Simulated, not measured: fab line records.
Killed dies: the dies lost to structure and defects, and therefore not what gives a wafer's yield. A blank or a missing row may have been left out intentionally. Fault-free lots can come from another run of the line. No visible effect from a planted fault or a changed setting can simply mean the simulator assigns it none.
Chamber matching / flow n5-finfet / 4 sister chambers for N5_FIN_SAQP_ETCH_51 on rie-diel-02
The step etches SiARC in CF4, target depth 45.5 nm, time 75.8 s. 8 wafers are shown with their chamber, then 8 later ones without.

## WAFERS, EACH WITH ITS CHAMBER
wafer=L081.2; chamber=0; showerhead-plenum-p-Torr (Torr)=2.17; drypump-motor-current-A (A)=5.98
wafer=L082.2; chamber=2; showerhead-plenum-p-Torr (Torr)=2.10; drypump-motor-current-A (A)=5.36
wafer=L082.3; chamber=3; showerhead-plenum-p-Torr (Torr)=2.13; drypump-motor-current-A (A)=6.06
wafer=L082.4; chamber=1; showerhead-plenum-p-Torr (Torr)=2.05; drypump-motor-current-A (A)=5.55
wafer=L083.2; chamber=2; showerhead-plenum-p-Torr (Torr)=2.09; drypump-motor-current-A (A)=5.36
wafer=L083.4; chamber=0; showerhead-plenum-p-Torr (Torr)=2.17; drypump-motor-current-A (A)=5.96
wafer=L083.6; chamber=1; showerhead-plenum-p-Torr (Torr)=2.05; drypump-motor-current-A (A)=5.56
wafer=L089.1; chamber=3; showerhead-plenum-p-Torr (Torr)=2.13; drypump-motor-current-A (A)=6.13

## WAFERS WITH NO CHAMBER GIVEN
wafer=L089.2; showerhead-plenum-p-Torr (Torr)=2.04; drypump-motor-current-A (A)=5.59
wafer=L089.5; showerhead-plenum-p-Torr (Torr)=2.13; drypump-motor-current-A (A)=6.10
wafer=L090.3; showerhead-plenum-p-Torr (Torr)=2.04; drypump-motor-current-A (A)=5.54
wafer=L090.5; showerhead-plenum-p-Torr (Torr)=2.13; drypump-motor-current-A (A)=6.09
wafer=L090.6; showerhead-plenum-p-Torr (Torr)=2.04; drypump-motor-current-A (A)=5.53
wafer=L096.2; showerhead-plenum-p-Torr (Torr)=2.09; drypump-motor-current-A (A)=5.36
wafer=L096.3; showerhead-plenum-p-Torr (Torr)=2.16; drypump-motor-current-A (A)=5.94
wafer=L096.5; showerhead-plenum-p-Torr (Torr)=2.09; drypump-motor-current-A (A)=5.35

## WHICH CHAMBER EACH ONE RAN IN
wafer=L089.2; from the rows above=1; in truth=1
wafer=L089.5; from the rows above=3; in truth=3
wafer=L090.3; from the rows above=1; in truth=1
wafer=L090.5; from the rows above=3; in truth=3
wafer=L090.6; from the rows above=1; in truth=1
wafer=L096.2; from the rows above=2; in truth=2
wafer=L096.3; from the rows above=0; in truth=0
wafer=L096.5; from the rows above=2; in truth=2
Correctly placed: 8 of 8. From these rows, 0 cannot be placed. Number placed wrongly: 0.
How it was worked out, from the rows above alone: a wafer's distance from a chamber is the root of the sum, over the readings, of the square of ((its reading less the chamber's mean) divided by the reading's scatter). The wafer belongs to the nearest chamber; if the next one is less than 2 further off, it can't be placed. Each chamber's mean is taken over the wafers shown for it. How the scatter is found: for the shown wafers, subtract from each reading the mean of its chamber, square and add these, divide the total by (wafers less chambers), then take the root.
